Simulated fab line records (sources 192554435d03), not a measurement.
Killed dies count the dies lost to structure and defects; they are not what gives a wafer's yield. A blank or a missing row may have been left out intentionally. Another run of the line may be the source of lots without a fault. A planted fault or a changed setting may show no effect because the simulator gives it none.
Split-lot experiment    flow n5 finfet    39 wafers read from 7 lots, route of 1938 steps

## ABOUT THE SPLIT
At N5_MOL_CONTACT_COAG_ETCH_124 (etches SiNx in CH3F/O2, stops on SiOC, target depth 6.5 nm), the setting bias w was moved away from the recipe's 73 W on 12 of the 39 wafers read, by -15.2% to +8.1%. This setting was run at the recipe's value on the other wafers.

The reading is taken at the split's own step.

## THE READING
rf vpp V, in V, at N5_MOL_CONTACT_COAG_ETCH_124 (etches SiNx in CH3F/O2, stops on SiOC, target depth 6.5 nm). On this fab line, fault-free wafers typically give 301 V with a standard deviation of 4.5 V.

wafer   tool, chamber at the split  bias w as run, W  against the recipe  rf vpp V, V  against lot-mates on the recipe
L079.1  rie diel-06, 3              73                recipe              304          -
L079.2  rie diel-06, 2              73                recipe              299          -
L079.3  rie diel-06, 0              73                recipe              301          -
L079.4  rie diel-06, 0              73                recipe              303          -
L079.5  rie diel-06, 3              73                recipe              306          -
L079.6  rie diel-06, 2              73                recipe              299          -
L081.1  rie diel-01, 2              73                recipe              304          -
L081.2  rie diel-01, 0              78.94             +8.1%               315          +13
L081.3  rie diel-01, 3              78.94             +8.1%               317          +15
L081.4  rie diel-01, 1              73                recipe              304          -
L081.5  rie diel-01, 1              78.94             +8.1%               325          +23
L081.6  rie diel-01, 0              73                recipe              297          -
L084.1  rie diel-06, 1              73                recipe              303          -
L084.2  rie diel-06, 2              73                recipe              299          -
L084.3  rie diel-06, 3              73                recipe              305          -
L084.4  rie diel-06, 0              65.52             -10.2%              277          -25
L084.5  rie diel-06, 1              65.52             -10.2%              278          -24
L084.6  rie diel-06, 0              65.52             -10.2%              279          -23
L086.1  rie diel-06, 1              61.93             -15.2%              266          -35
L086.2  rie diel-06, 0              61.93             -15.2%              263          -38
L086.3  rie diel-06, 2              73                recipe              298          -
L086.4  rie diel-06, 3              61.93             -15.2%              266          -35
L086.5  rie diel-06, 2              73                recipe              300          -
L086.6  rie diel-06, 3              73                recipe              304          -
L088.1  rie diel-01, 3              66.93             -8.3%               278          -22
L088.2  rie diel-01, 2              73                recipe              305          -
L088.3  rie diel-01, 3              73                recipe              298          -
L088.4  rie diel-01, 2              66.93             -8.3%               285          -15
L088.5  rie diel-01, 3              73                recipe              298          -
L088.6  rie diel-01, 2              66.93             -8.3%               283          -17
L089.1  rie diel-01, 2              73                recipe              304          -
L089.4  rie diel-01, 0              73                recipe              296          -
L089.5  rie diel-01, 3              73                recipe              298          -
L091.1  rie diel-02, 3              73                recipe              295          -
L091.2  rie diel-02, 2              73                recipe              310          -
L091.3  rie diel-02, 0              73                recipe              301          -
L091.4  rie diel-02, 1              73                recipe              296          -
L091.5  rie diel-02, 1              73                recipe              298          -
L091.6  rie diel-02, 2              73                recipe              312          -

THE FIT
A straight line over all 39 wafers: rf vpp V changes by +2.32 V for each +1% of bias w; r = +0.96; the points scatter about the line by 3.9 V.
The same after taking each lot's own level away (the mean of its wafers on the recipe; 39 wafers): +2.29 V for each +1%; r = +0.96; scatter 3.8 V.
That fit puts the effect of the largest move of bias w on the reading at 35 V.
Across the lots, their own levels run from 299.3 to 302.3 V, a range of 0.7 times the standard deviation given above.
Consequently the slope shifts little with the lot-to-lot level, the two slopes agreeing.
Check: -35 V against its lot-mates is what the line predicts for one of the wafers moved furthest among these (-15.2%) when that wafer is left out of the fit. Against them it came out at -34.7 V.
Tool readings at the split's step, against how far the setting was moved: rf vpp V r = +0.96.

## OTHER SPLITS APPLIED TO THESE WAFERS
Note: prior to the reading, these wafers also went through further splits. Each is held against what the fit with the lots' levels taken away leaves over:
other split on the same wafers        wafers away from the commonest value  r with rf vpp V (lot level and that fit taken away)
N5_DUMMY_GATE_ETCH_31 target depth a  12                                    +0.16
N5_DUMMY_GATE_ETCH_32 time s          18                                    -0.07
N5_SPACER0_ALD_00 ald cycles          15                                    +0.28
N5_SD_EPI_P_EXPOSE_06 dose mj         12                                    -0.02
N5_MOL_CONTACT_COAG_ETCH_110 bias w   12                                    -0.06

## THE FILE'S OWN FIT
rf vpp V changes by +2.29 V for each +1% of bias w, r = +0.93.
